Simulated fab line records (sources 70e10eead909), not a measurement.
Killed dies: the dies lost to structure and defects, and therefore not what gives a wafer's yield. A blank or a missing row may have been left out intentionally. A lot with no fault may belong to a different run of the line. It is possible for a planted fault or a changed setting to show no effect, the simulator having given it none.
fab line records + flow nandHarc + part 2 of 2: steps 26 to 33 of 33
record
- lots=5
- wafers=15
- lastDay=34
route steps=1302 shown A_CONTACT@1058
lots untouched by any fault: they come from a run of this same line in which no faults occurred
startH: the number of hours between the record's first day and the start of the first shown wafer of the lot + waitH: how many hours have passed since the lot's step before this one + " as in the row above + L1.1+2: several wafers, shown together as one row + - either no value or no given start + * or withheld: withheld + < > ~ a bound
route shown NAME@n: NAME is a module with steps in the file, n the number in the route of the first one + usual: mean/standard deviation of fault-free wafers + same: alike in all rows + chamber/n: place in a boat + sites: the reading at each site + _std_site: how widely they spread, as a standard deviation + _edge_site: inner sites' mean taken away from outer sites' mean + radiusMm: how far each site lies from the wafer's centre + mask NAME#n: copy n + behind: tool/chamber where the wafer was last shaped + hold: why the lot was held/for how many hours/how that ended + device: transistor that didn't switch, given as n, p or np + end of line: the same wafers' tests at the end of the route + a step without rows: its recipe alone + killed: dies lost to structure and defects at the first sort, not the wafer's yield + map: the dies of a wafer, with x for killed, . for not killed, _ for no die there
set.NAME: the run value of the setting; set.NAME@STEP: its run value at that earlier step + model.NAME: the simulator's own value behind a step, which no gauge read
certain route steps with their lots: each step a table, each wafer a row
services: a tool's chamber out of use, with start hour (startH, from the record's first day; less than 0 if before it), hours out, and reason
## steps
# step NHARC_A_CONTACT_ETCH_89
# recipe
- targetDepthA=2600
- overEtchFrac=0.3
- timeS=475.3
- ionEnergyEv=200
- n2FlowSccm=150
- h2FlowSccm=150
- arFlowSccm=0
- rfW=400
- biasW=150
- chemistry=N2/H2
# usual
- drypumpMotorCurrentA=6.0/0.39
- oesProductAu=1.001/0.0077
- rfVppV=429.6/2.8
- showerheadPlenumPTorr=2.01/0.096
- throttleValvePct=14.172/0.0089
| lot.wafer | tool       | chamber | startH | waitH | drypumpMotorCurrentA | oesProductAu | rfHoursCounterH | rfVppV | showerheadPlenumPTorr | throttleValvePct |
|-----------|------------|---------|--------|-------|----------------------|--------------|-----------------|--------|-----------------------|------------------|
| L082.4    | rieDiel-09 | 0       | -      | -     | 5.6                  | 0.988        | 14              | 427.0  | 1.94                  | 14.171           |
| L082.3    | "          | 3       | "      | "     | 5.8                  | 0.992        | 16              | 434.3  | 2.15                  | 14.175           |
| L082.5    | "          | 1       | "      | "     | 6.5                  | 1.010        | -               | 430.1  | 1.98                  | 14.186           |
| L084.2    | rieDiel-09 | 0       | -      | -     | 5.6                  | 0.981        | 16              | 427.4  | 1.94                  | 14.173           |
| L084.4    | "          | 3       | "      | "     | 5.9                  | 1.001        | 18              | 433.7  | 2.15                  | 14.165           |
| L084.5    | "          | 1       | "      | "     | 6.5                  | 0.986        | -               | 428.8  | 1.98                  | 14.174           |
| L085.3    | rieDiel-09 | 3       | -      | -     | 5.9                  | 1.004        | 20              | 435.7  | 2.15                  | 14.158           |
| L085.4    | "          | 2       | "      | "     | 5.9                  | 0.993        | 23              | 427.1  | 1.91                  | 14.181           |
| L085.6    | "          | 0       | "      | "     | 5.5                  | 0.988        | -               | 427.4  | 1.94                  | 14.172           |
| L095.2    | rieDiel-04 | 1       | -      | -     | 6.8                  | 1.004        | 8               | 431.0  | 2.07                  | 14.166           |
| L095.4    | "          | 2       | "      | "     | 6.3                  | 1.011        | 6               | 426.5  | 1.93                  | 14.171           |
| L095.6    | "          | 2       | "      | "     | 6.3                  | 1.007        | -               | 427.3  | 1.93                  | 14.189           |
| L097.2    | rieDiel-09 | 2       | -      | -     | 5.9                  | 0.986        | 12              | 426.1  | 1.90                  | 14.173           |
| L097.3    | "          | 3       | "      | "     | 5.9                  | 1.004        | 12              | 433.0  | 2.15                  | 14.184           |
| L097.6    | "          | 0       | "      | "     | 5.6                  | 1.003        | -               | 428.6  | 1.93                  | 14.181           |
# step NHARC_A_CONTACT_ETCH_30
# recipe
- targetDepthA=726
- timeS=36.3
- cf4FlowSccm=100
- chf3FlowSccm=30
- arFlowSccm=0
- rfW=500
- biasW=200
- chemistry=CF4/CHF3
# usual
- drypumpMotorCurrentA=6.0/0.37
- oesProductAu=0.943/0.024
- rfVppV=369.8/2.5
- showerheadPlenumPTorr=1.55/0.068
- throttleValvePct=16.803/0.0098
| lot.wafer | tool       | chamber | startH | waitH | drypumpMotorCurrentA | oesProductAu | rfHoursCounterH | rfVppV | showerheadPlenumPTorr | throttleValvePct |
|-----------|------------|---------|--------|-------|----------------------|--------------|-----------------|--------|-----------------------|------------------|
| L082.3    | rieDiel-09 | 1       | -      | -     | 6.5                  | 0.934        | 17              | 369.3  | 1.53                  | 16.814           |
| L082.4    | "          | 3       | "      | "     | 5.9                  | 0.915        | 16              | 372.1  | 1.65                  | 16.801           |
| L082.5    | "          | 1       | "      | "     | 6.5                  | 0.927        | -               | 368.5  | 1.53                  | 16.815           |
| L084.4    | rieDiel-09 | 3       | -      | -     | 5.9                  | 0.967        | 18              | 373.4  | 1.65                  | 16.813           |
| L084.2    | "          | 0       | "      | "     | 5.6                  | 0.967        | 17              | 368.3  | 1.50                  | 16.796           |
| L084.5    | "          | 2       | "      | "     | 5.9                  | 0.951        | -               | 367.6  | 1.48                  | 16.789           |
| L085.4    | rieDiel-09 | 2       | -      | -     | 5.9                  | 0.926        | 23              | 366.1  | 1.48                  | 16.799           |
| L085.3    | "          | 1       | "      | "     | 6.5                  | 0.929        | 21              | 370.9  | 1.53                  | 16.807           |
| L085.6    | "          | 3       | "      | "     | 5.9                  | 0.939        | -               | 372.4  | 1.65                  | 16.805           |
| L095.4    | rieDiel-04 | 1       | -      | -     | 6.7                  | 0.951        | 8               | 372.2  | 1.59                  | 16.809           |
| L095.2    | "          | 3       | "      | "     | 6.0                  | 0.961        | 6               | 367.9  | 1.51                  | 16.808           |
| L095.6    | "          | 1       | "      | "     | 6.7                  | 0.953        | -               | 371.4  | 1.59                  | 16.795           |
| L097.2    | rieDiel-09 | 0       | -      | -     | 5.6                  | 0.978        | 12              | 368.2  | 1.50                  | 16.796           |
| L097.3    | "          | 1       | "      | "     | 6.4                  | 0.963        | 12              | 369.8  | 1.53                  | 16.808           |
| L097.6    | "          | 1       | "      | "     | 6.3                  | 0.963        | -               | 370.1  | 1.53                  | 16.793           |
# step NHARC_A_CONTACT_ETCH_31
# recipe
- targetDepthA=28000
- overEtchFrac=0.3
- timeS=728
- ionEnergyEv=150
- o2FlowSccm=400
- cosFlowSccm=20
- arFlowSccm=0
- rfW=500
- biasW=300
- chemistry=O2/COS
# usual
- drypumpMotorCurrentA=6.0/0.38
- o2FlowSccm=399.9/1.2
- oesProductAu=1.000/0.0079
- rfVppV=313.4/2.1
- showerheadPlenumPTorr=3.08/0.14
- throttleValvePct=28.332/0.0088
| lot.wafer | tool       | chamber | startH | waitH | drypumpMotorCurrentA | o2FlowSccm | oesProductAu | rfHoursCounterH | rfVppV | showerheadPlenumPTorr | throttleValvePct |
|-----------|------------|---------|--------|-------|----------------------|------------|--------------|-----------------|--------|-----------------------|------------------|
| L082.3    | rieDiel-09 | 0       | -      | -     | 5.6                  | 398.8      | 0.984        | 15              | 313.2  | 2.98                  | 28.335           |
| L082.4    | "          | 1       | "      | "     | 6.5                  | 397.5      | 1.006        | 17              | 313.6  | 3.04                  | 28.326           |
| L082.5    | "          | 0       | "      | "     | 5.5                  | 400.4      | 0.984        | -               | 311.8  | 2.98                  | 28.322           |
| L084.2    | rieDiel-09 | 0       | -      | -     | 5.5                  | 399.9      | 0.982        | 17              | 311.0  | 2.98                  | 28.323           |
| L084.4    | "          | 3       | "      | "     | 5.9                  | 400.2      | 0.995        | 18              | 317.3  | 3.28                  | 28.330           |
| L084.5    | "          | 1       | "      | "     | 6.4                  | 398.3      | 0.996        | -               | 312.9  | 3.04                  | 28.326           |
| L085.4    | rieDiel-09 | 3       | -      | -     | 5.9                  | 401.4      | 0.997        | 21              | 316.8  | 3.28                  | 28.331           |
| L085.3    | "          | 1       | "      | "     | 6.5                  | 401.8      | 1.001        | 21              | 312.7  | 3.04                  | 28.327           |
| L085.6    | "          | 2       | "      | "     | 5.8                  | 399.1      | 1.005        | -               | 311.7  | 2.94                  | 28.344           |
| L095.4    | rieDiel-04 | 3       | -      | -     | 6.0                  | 400.4      | 0.998        | 6               | 312.3  | 2.99                  | 28.341           |
| L095.2    | "          | 1       | "      | "     | 6.8                  | 399.8      | 1.007        | 8               | 314.4  | 3.16                  | 28.336           |
| L095.6    | "          | 3       | "      | "     | 6.0                  | 402.2      | 1.001        | -               | 311.6  | 2.99                  | 28.340           |
| L097.3    | rieDiel-09 | 2       | -      | -     | 5.8                  | 399.0      | 0.998        | 12              | 311.6  | 2.93                  | 28.329           |
| L097.2    | "          | 0       | "      | "     | 5.5                  | 402.2      | 1.009        | 12              | 312.2  | 2.97                  | 28.323           |
| L097.6    | "          | 1       | "      | "     | 6.4                  | 397.8      | 0.997        | -               | 313.0  | 3.03                  | 28.335           |
# step NHARC_A_CONTACT_ETCH_134
# recipe
- sourceW=withheld
- pressureMtorr=20
- biasV=withheld
- timeS=140
- targetDepthA=7000
- arFlowSccm=withheld
- c4f8FlowSccm=withheld
- o2FlowSccm=withheld
- chemistry=C4F8/O2/Ar
| lot.wafer | tool          | chamber | startH | waitH | rfHoursCounterH |
|-----------|---------------|---------|--------|-------|-----------------|
| L082.3    | harCapEtch-01 | 1       | 611.96 | -     | -               |
| L082.4    | "             | 0       | "      | "     | -               |
| L082.5    | "             | 1       | "      | "     | -               |
| L084.2    | harCapEtch-01 | 1       | 623.45 | -     | 17              |
| L084.4    | "             | 1       | "      | "     | -               |
| L084.5    | "             | 0       | "      | "     | -               |
| L085.3    | harCapEtch-02 | 1       | 640.33 | -     | -               |
| L085.4    | "             | 0       | "      | "     | -               |
| L085.6    | "             | 0       | "      | "     | -               |
| L095.2    | harCapEtch-03 | 0       | 732.87 | -     | 79              |
| L095.4    | "             | 0       | "      | "     | -               |
| L095.6    | "             | 0       | "      | "     | -               |
| L097.2    | harCapEtch-03 | 1       | 754.44 | -     | 83              |
| L097.3    | "             | 1       | "      | "     | -               |
| L097.6    | "             | 0       | "      | "     | -               |
# step NHARC_A_CONTACT_ETCH_135
# recipe
- sourceW=withheld
- pressureMtorr=20
- biasV=1200
- timeS=311
- targetDepthA=19120
- arFlowSccm=withheld
- c4f8FlowSccm=withheld
- o2FlowSccm=withheld
- chemistry=C4F8/O2/Ar
| lot.wafer | tool          | chamber | startH | waitH | rfHoursCounterH |
|-----------|---------------|---------|--------|-------|-----------------|
| L082.3    | harCapEtch-01 | 1       | 612.18 | 0.2   | -               |
| L082.4    | "             | 0       | "      | "     | -               |
| L082.5    | "             | 1       | "      | "     | -               |
| L084.2    | harCapEtch-01 | 1       | 623.66 | 0.2   | 18              |
| L084.4    | "             | 1       | "      | "     | -               |
| L084.5    | "             | 0       | "      | "     | -               |
| L085.3    | harCapEtch-02 | 1       | 640.55 | 0.2   | -               |
| L085.4    | "             | 0       | "      | "     | -               |
| L085.6    | "             | 0       | "      | "     | -               |
| L095.2    | harCapEtch-03 | 0       | 733.07 | 0.2   | 80              |
| L095.4    | "             | 0       | "      | "     | -               |
| L095.6    | "             | 0       | "      | "     | -               |
| L097.2    | harCapEtch-03 | 1       | 754.65 | 0.2   | 83              |
| L097.3    | "             | 1       | "      | "     | -               |
| L097.6    | "             | 0       | "      | "     | -               |
# step NHARC_A_CONTACT_ETCH_136
# recipe
- sourceW=withheld
- pressureMtorr=20
- biasV=1200
- timeS=311
- targetDepthA=19120
- arFlowSccm=withheld
- c4f8FlowSccm=withheld
- o2FlowSccm=withheld
- chemistry=C4F8/O2/Ar
| lot.wafer | tool          | chamber | startH | waitH | rfHoursCounterH |
|-----------|---------------|---------|--------|-------|-----------------|
| L082.3    | harCapEtch-01 | 1       | 612.45 | 0.2   | -               |
| L082.4    | "             | 0       | "      | "     | -               |
| L082.5    | "             | 1       | "      | "     | -               |
| L084.2    | harCapEtch-01 | 1       | 623.93 | 0.2   | 18              |
| L084.4    | "             | 1       | "      | "     | -               |
| L084.5    | "             | 0       | "      | "     | -               |
| L085.3    | harCapEtch-02 | 1       | 640.82 | 0.2   | -               |
| L085.4    | "             | 0       | "      | "     | -               |
| L085.6    | "             | 0       | "      | "     | -               |
| L095.2    | harCapEtch-03 | 0       | 733.34 | 0.2   | 80              |
| L095.4    | "             | 0       | "      | "     | -               |
| L095.6    | "             | 0       | "      | "     | -               |
| L097.2    | harCapEtch-03 | 1       | 754.93 | 0.2   | 83              |
| L097.3    | "             | 1       | "      | "     | -               |
| L097.6    | "             | 0       | "      | "     | -               |
# step NHARC_A_CONTACT_ETCH_137
# recipe
- sourceW=withheld
- pressureMtorr=20
- biasV=1200
- timeS=311
- targetDepthA=19120
- arFlowSccm=withheld
- c4f8FlowSccm=withheld
- o2FlowSccm=withheld
- chemistry=C4F8/O2/Ar
| lot.wafer | tool          | chamber | startH | waitH | rfHoursCounterH |
|-----------|---------------|---------|--------|-------|-----------------|
| L082.3    | harCapEtch-01 | 1       | 612.73 | 0.2   | -               |
| L082.4    | "             | 0       | "      | "     | -               |
| L082.5    | "             | 1       | "      | "     | -               |
| L084.2    | harCapEtch-01 | 1       | 624.20 | 0.2   | 18              |
| L084.4    | "             | 1       | "      | "     | -               |
| L084.5    | "             | 0       | "      | "     | -               |
| L085.3    | harCapEtch-02 | 1       | 641.10 | 0.2   | -               |
| L085.4    | "             | 0       | "      | "     | -               |
| L085.6    | "             | 0       | "      | "     | -               |
| L095.2    | harCapEtch-03 | 0       | 733.62 | 0.2   | 80              |
| L095.4    | "             | 0       | "      | "     | -               |
| L095.6    | "             | 0       | "      | "     | -               |
| L097.2    | harCapEtch-03 | 1       | 755.20 | 0.2   | 84              |
| L097.3    | "             | 1       | "      | "     | -               |
| L097.6    | "             | 0       | "      | "     | -               |
# step NHARC_A_CONTACT_ETCH_138
# recipe
- sourceW=withheld
- pressureMtorr=20
- biasV=1200
- timeS=311
- targetDepthA=19140
- arFlowSccm=withheld
- c4f8FlowSccm=withheld
- o2FlowSccm=withheld
- chemistry=C4F8/O2/Ar
| lot.wafer | tool          | chamber | startH | waitH | rfHoursCounterH |
|-----------|---------------|---------|--------|-------|-----------------|
| L082.3    | harCapEtch-01 | 1       | 613.00 | 0.2   | -               |
| L082.4    | "             | 0       | "      | "     | -               |
| L082.5    | "             | 1       | "      | "     | -               |
| L084.2    | harCapEtch-01 | 1       | 624.48 | 0.2   | 18              |
| L084.4    | "             | 1       | "      | "     | -               |
| L084.5    | "             | 0       | "      | "     | -               |
| L085.3    | harCapEtch-02 | 1       | 641.37 | 0.2   | -               |
| L085.4    | "             | 0       | "      | "     | -               |
| L085.6    | "             | 0       | "      | "     | -               |
| L095.2    | harCapEtch-03 | 0       | 733.89 | 0.2   | 80              |
| L095.4    | "             | 0       | "      | "     | -               |
| L095.6    | "             | 0       | "      | "     | -               |
| L097.2    | harCapEtch-03 | 1       | 755.47 | 0.2   | 84              |
| L097.3    | "             | 1       | "      | "     | -               |
| L097.6    | "             | 0       | "      | "     | -               |
## services
| tool           | chamber | startH | hours | kind   |
|----------------|---------|--------|-------|--------|
| arfiScanner-02 | -       | 584.03 | 0.8   | repair |
| pecvd-01       | 0       | 585.41 | 4.2   | repair |
| pecvd-02       | -       | 589.26 | 13.0  | pm     |
| rieDiel-04     | -       | 611.73 | 0.7   | repair |
| wetBench-05    | -       | 612.80 | 8.0   | pm     |
| rieDiel-09     | 1       | 624.67 | 4.9   | repair |
| rieDiel-07     | 0       | 634.89 | 8.1   | repair |
| rieDiel-07     | -       | 651.93 | 9.0   | pm     |
| rieDiel-09     | -       | 662.10 | 3.7   | repair |
| aclDep-03      | -       | 671.47 | 13.0  | pm     |
| pecvd-01       | -       | 673.15 | 13.0  | pm     |
| rieDiel-09     | -       | 674.10 | 9.0   | pm     |
| lithoTrack-01  | -       | 680.00 | 7.0   | pm     |
| rieDiel-07     | 3       | 700.75 | 5.1   | repair |
| lithoTrack-06  | -       | 704.00 | 7.0   | pm     |
| rieDiel-07     | 2       | 704.29 | 22.1  | repair |
| rieDiel-04     | 1       | 704.74 | 2.4   | repair |
| rieDiel-04     | -       | 710.09 | 9.0   | pm     |
| arfiScanner-03 | -       | 712.00 | 4.0   | pm     |
| lithoTrack-04  | -       | 728.00 | 7.0   | pm     |
| rieDiel-07     | -       | 736.39 | 1.2   | repair |
| aclDep-01      | -       | 739.01 | 13.0  | pm     |
| harCapEtch-02  | -       | 751.99 | 0.6   | repair |
| harCapEtch-02  | -       | 754.39 | 17.0  | pm     |
